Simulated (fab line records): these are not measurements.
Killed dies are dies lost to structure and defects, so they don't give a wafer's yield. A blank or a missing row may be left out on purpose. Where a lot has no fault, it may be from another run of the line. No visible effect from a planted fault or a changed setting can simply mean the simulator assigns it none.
Matching of chambers / flow nand_harc / NHARC_P_GATE_DESCUM_31 on rie_diel-06: 4 sister chambers
The step chemistry O2, time 3 s. 20 wafers are shown with their chamber, then 10 later ones without.

WAFERS, EACH WITH ITS CHAMBER
wafer=L074.1; chamber=0; showerhead_plenum_p_Torr (Torr)=1.93; oes_product_au (a.u.)=0.973; throttle_valve_pct (%)=11.321
wafer=L074.5; chamber=3; showerhead_plenum_p_Torr (Torr)=1.90; oes_product_au (a.u.)=0.988; throttle_valve_pct (%)=11.307
wafer=L074.6; chamber=2; showerhead_plenum_p_Torr (Torr)=1.91; oes_product_au (a.u.)=0.986; throttle_valve_pct (%)=11.312
wafer=L077.1; chamber=2; showerhead_plenum_p_Torr (Torr)=1.91; oes_product_au (a.u.)=0.975; throttle_valve_pct (%)=11.309
wafer=L077.2; chamber=3; showerhead_plenum_p_Torr (Torr)=1.90; oes_product_au (a.u.)=0.996; throttle_valve_pct (%)=11.318
wafer=L077.6; chamber=3; showerhead_plenum_p_Torr (Torr)=1.90; oes_product_au (a.u.)=0.985; throttle_valve_pct (%)=11.326
wafer=L083.1; chamber=1; showerhead_plenum_p_Torr (Torr)=1.91; oes_product_au (a.u.)=0.993; throttle_valve_pct (%)=11.309
wafer=L083.2; chamber=0; showerhead_plenum_p_Torr (Torr)=1.93; oes_product_au (a.u.)=0.966; throttle_valve_pct (%)=11.323
wafer=L083.5; chamber=2; showerhead_plenum_p_Torr (Torr)=1.91; oes_product_au (a.u.)=0.983; throttle_valve_pct (%)=11.310
wafer=L084.1; chamber=2; showerhead_plenum_p_Torr (Torr)=1.91; oes_product_au (a.u.)=0.986; throttle_valve_pct (%)=11.314
wafer=L084.5; chamber=0; showerhead_plenum_p_Torr (Torr)=1.93; oes_product_au (a.u.)=0.976; throttle_valve_pct (%)=11.309
wafer=L084.6; chamber=1; showerhead_plenum_p_Torr (Torr)=1.91; oes_product_au (a.u.)=1.002; throttle_valve_pct (%)=11.303
wafer=L088.1; chamber=3; showerhead_plenum_p_Torr (Torr)=1.89; oes_product_au (a.u.)=0.995; throttle_valve_pct (%)=11.313
wafer=L088.2; chamber=2; showerhead_plenum_p_Torr (Torr)=1.91; oes_product_au (a.u.)=0.989; throttle_valve_pct (%)=11.321
wafer=L088.4; chamber=1; showerhead_plenum_p_Torr (Torr)=1.90; oes_product_au (a.u.)=0.998; throttle_valve_pct (%)=11.309
wafer=L089.3; chamber=2; showerhead_plenum_p_Torr (Torr)=1.90; oes_product_au (a.u.)=0.988; throttle_valve_pct (%)=11.314
wafer=L089.5; chamber=1; showerhead_plenum_p_Torr (Torr)=1.90; oes_product_au (a.u.)=1.006; throttle_valve_pct (%)=11.325
wafer=L089.6; chamber=2; showerhead_plenum_p_Torr (Torr)=1.90; oes_product_au (a.u.)=0.974; throttle_valve_pct (%)=11.319
wafer=L091.4; chamber=3; showerhead_plenum_p_Torr (Torr)=1.89; oes_product_au (a.u.)=0.993; throttle_valve_pct (%)=11.316
wafer=L091.5; chamber=3; showerhead_plenum_p_Torr (Torr)=1.89; oes_product_au (a.u.)=0.989; throttle_valve_pct (%)=11.314

SIGNATURES, as means of the wafers listed above
reading=showerhead_plenum_p_Torr; chamber 0=1.9300; chamber 1=1.9050; chamber 2=1.9071; chamber 3=1.8950; scatter within a chamber=0.00496
reading=oes_product_au; chamber 0=0.97167; chamber 1=0.99975; chamber 2=0.98300; chamber 3=0.99100; scatter within a chamber=0.00538
reading=throttle_valve_pct; chamber 0=11.31767; chamber 1=11.31150; chamber 2=11.31414; chamber 3=11.31567; scatter within a chamber=0.0066
Rule: a wafer lies at a distance from a chamber equal to the root of the sum of squares, over the readings, of (its reading less the chamber's mean, divided by the reading's scatter). If the next closest chamber is less than 2 further off than the closest, the wafer can't be placed; otherwise it belongs to the closest. How the scatter is found: for the shown wafers, subtract from each reading the mean of its chamber, square and add these, divide the total by (wafers less chambers), then take the root.

WAFERS MISSING THEIR CHAMBER
wafer=L091.6; showerhead_plenum_p_Torr (Torr)=1.92; oes_product_au (a.u.)=0.978; throttle_valve_pct (%)=11.313
wafer=L093.1; showerhead_plenum_p_Torr (Torr)=1.89; oes_product_au (a.u.)=0.987; throttle_valve_pct (%)=11.310
wafer=L093.3; showerhead_plenum_p_Torr (Torr)=1.90; oes_product_au (a.u.)=0.990; throttle_valve_pct (%)=11.304
wafer=L093.4; showerhead_plenum_p_Torr (Torr)=1.90; oes_product_au (a.u.)=0.989; throttle_valve_pct (%)=11.319
wafer=L095.3; showerhead_plenum_p_Torr (Torr)=1.89; oes_product_au (a.u.)=0.995; throttle_valve_pct (%)=11.339
wafer=L095.5; showerhead_plenum_p_Torr (Torr)=1.92; oes_product_au (a.u.)=0.985; throttle_valve_pct (%)=11.301
wafer=L095.6; showerhead_plenum_p_Torr (Torr)=1.90; oes_product_au (a.u.)=1.001; throttle_valve_pct (%)=11.314
wafer=L096.1; showerhead_plenum_p_Torr (Torr)=1.89; oes_product_au (a.u.)=0.996; throttle_valve_pct (%)=11.315
wafer=L096.2; showerhead_plenum_p_Torr (Torr)=1.92; oes_product_au (a.u.)=0.994; throttle_valve_pct (%)=11.313
wafer=L096.3; showerhead_plenum_p_Torr (Torr)=1.90; oes_product_au (a.u.)=0.996; throttle_valve_pct (%)=11.301

WHICH CHAMBER EACH WENT THROUGH
wafer=L091.6; from the rows above=can't be placed: 0 or 2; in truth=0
wafer=L093.1; from the rows above=3; in truth=3
wafer=L093.3; from the rows above=can't be placed: 3 or 1 or 2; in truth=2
wafer=L093.4; from the rows above=can't be placed: 3 or 2 or 1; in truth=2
wafer=L095.3; from the rows above=can't be placed: 3 or 1 or 2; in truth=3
wafer=L095.5; from the rows above=can't be placed: 2 or 0 or 1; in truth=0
wafer=L095.6; from the rows above=can't be placed: 1 or 3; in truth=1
wafer=L096.1; from the rows above=can't be placed: 3 or 1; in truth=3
wafer=L096.2; from the rows above=can't be placed: 1 or 2 or 0 or 3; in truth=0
wafer=L096.3; from the rows above=can't be placed: 1 or 3 or 2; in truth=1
Correct placement for 1 of the 10. Can't be placed from these rows: 9 (the true chamber is among the candidates in 9). Number placed wrongly: 0.
